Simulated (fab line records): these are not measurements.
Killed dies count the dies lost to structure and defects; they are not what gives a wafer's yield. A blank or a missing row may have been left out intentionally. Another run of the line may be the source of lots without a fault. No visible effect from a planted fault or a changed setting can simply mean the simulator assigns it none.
Chamber matching | flow n5Finfet | 4 sister chambers for N5_BEOL_M1_STRIP_36 on rieDiel-01
The step strips in N2/H2. 4 wafers are shown with their chamber, then 10 later ones without.

EACH WAFER AND ITS CHAMBER
wafer  | chamber | showerheadPlenumPTorr (Torr)
L087.4 | 1       | 2.64
L089.4 | 0       | 2.68
L092.2 | 2       | 2.43
L092.3 | 3       | 2.62

WAFERS WHOSE CHAMBER IS MISSING
wafer  | showerheadPlenumPTorr (Torr)
L092.4 | 2.63
L093.1 | 2.68
L093.3 | 2.62
L093.6 | 2.63
L095.1 | 2.63
L095.3 | 2.68
L095.4 | 2.42
L097.1 | 2.42
L097.3 | 2.62
L097.5 | 2.68

WHICH CHAMBER EACH ONE RAN IN
wafer  | from the rows above     | in truth
L092.4 | can't be placed: 3 or 1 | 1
L093.1 | 0                       | 0
L093.3 | 3                       | 3
L093.6 | can't be placed: 3 or 1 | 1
L095.1 | can't be placed: 3 or 1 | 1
L095.3 | 0                       | 0
L095.4 | 2                       | 2
L097.1 | 2                       | 2
L097.3 | 3                       | 3
L097.5 | 0                       | 0
7 of 10 placed correctly. Unplaceable from these rows: 3, with the true chamber sitting among the candidates in 3. Wrongly placed: 0.
How it was worked out, from the rows above alone: a wafer's distance from a chamber is the root of the sum, over the readings, of the square of ((its reading less the chamber's mean) divided by the reading's scatter). The wafer belongs to the nearest chamber; if the next one is less than 2 further off, it can't be placed. For every chamber, the mean is computed from those of its wafers that are shown. The scatter: root of mean squared gap, hidden wafer to nearest shown wafer, with one shown wafer a chamber.
